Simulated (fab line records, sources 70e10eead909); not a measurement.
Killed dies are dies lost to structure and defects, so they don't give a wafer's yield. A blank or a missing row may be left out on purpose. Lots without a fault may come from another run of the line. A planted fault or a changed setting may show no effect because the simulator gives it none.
Which tool did it? | flow nand_harc | 6 lots, 18 wafers sampled, at 5 steps of a route of 1159

WHAT THE GAUGES READ, wafer by wafer
NHARC_END_SORT_01.
lot | measured | on | killed_at_array

WHICH TOOL RAN EACH LOT (tool, then ch and the chambers of the sampled wafers, then the start)
lot  | NHARC_A_CONTACT_ETCH_102           | NHARC_THIN_TSV_DEGAS_53      | NHARC_THIN_TSV_DESCUM_35           | NHARC_THIN_TSV_STRIP_56
L613 | rie_diel-03 ch 1,2, day 16 20:10   | pvd_sputter-01, day 19 05:56 | rie_diel-01 ch 0,2,3, day 19 07:17 | plasma_asher-02 ch 0,1, day 19 08:04
L616 | rie_diel-08 ch 0,2, day 18 13:46   | pvd_sputter-01, day 21 05:35 | rie_diel-01 ch 2,3, day 21 06:44   | plasma_asher-01 ch 0,1, day 21 07:14
L622 | rie_diel-13 ch 0,3, day 19 11:28   | pvd_sputter-01, day 21 15:13 | rie_diel-11 ch 0,2,3, day 21 16:23 | plasma_asher-02 ch 0,1, day 21 16:55
L627 | rie_diel-13 ch 1,2,3, day 20 23:23 | pvd_sputter-03, day 23 22:01 | rie_diel-01 ch 0,2,3, day 23 23:20 | plasma_asher-01 ch 0,1, day 24 00:00
L632 | rie_diel-03 ch 0,1, day 22 08:04   | pvd_sputter-03, day 24 11:49 | rie_diel-07 ch 0,1, day 24 13:06   | plasma_asher-02 ch 0,1, day 24 13:35
L631 | rie_diel-13 ch 0,3, day 22 14:29   | pvd_sputter-01, day 25 02:56 | rie_diel-11 ch 0,1, day 25 04:14   | plasma_asher-01 ch 0,1, day 25 04:48
- NHARC_A_CONTACT_ETCH_102: etches the open film in CF4/O2, target depth 70 nm, overetch 7 nm, time 38.5 s.
- NHARC_THIN_TSV_DEGAS_53: time 60 s.
- NHARC_THIN_TSV_DESCUM_35: chemistry O2, time 3 s.
- NHARC_THIN_TSV_STRIP_56: strips in O2.

THE ANSWER, worked out from the rows above alone
Rule: what is usual is taken from the lots themselves. Put in order of their means at a reading, lots are off if they are a third of the lots or fewer, leave a main group of 4 or more, and stand apart from it by a gap of 3 or more times the standard deviation of the main group's means; of several such gaps the widest counts. A main group whose means are all the same, to the digits that the tables above print for the reading, isn't used. A lot without any number at a reading at which 4 lots or more have one is off too. The other lots that the step has rows for count as sound.
No lot is off at any reading shown: from this, nothing can be told.

WHAT THE SIMULATOR HAD PUT IN
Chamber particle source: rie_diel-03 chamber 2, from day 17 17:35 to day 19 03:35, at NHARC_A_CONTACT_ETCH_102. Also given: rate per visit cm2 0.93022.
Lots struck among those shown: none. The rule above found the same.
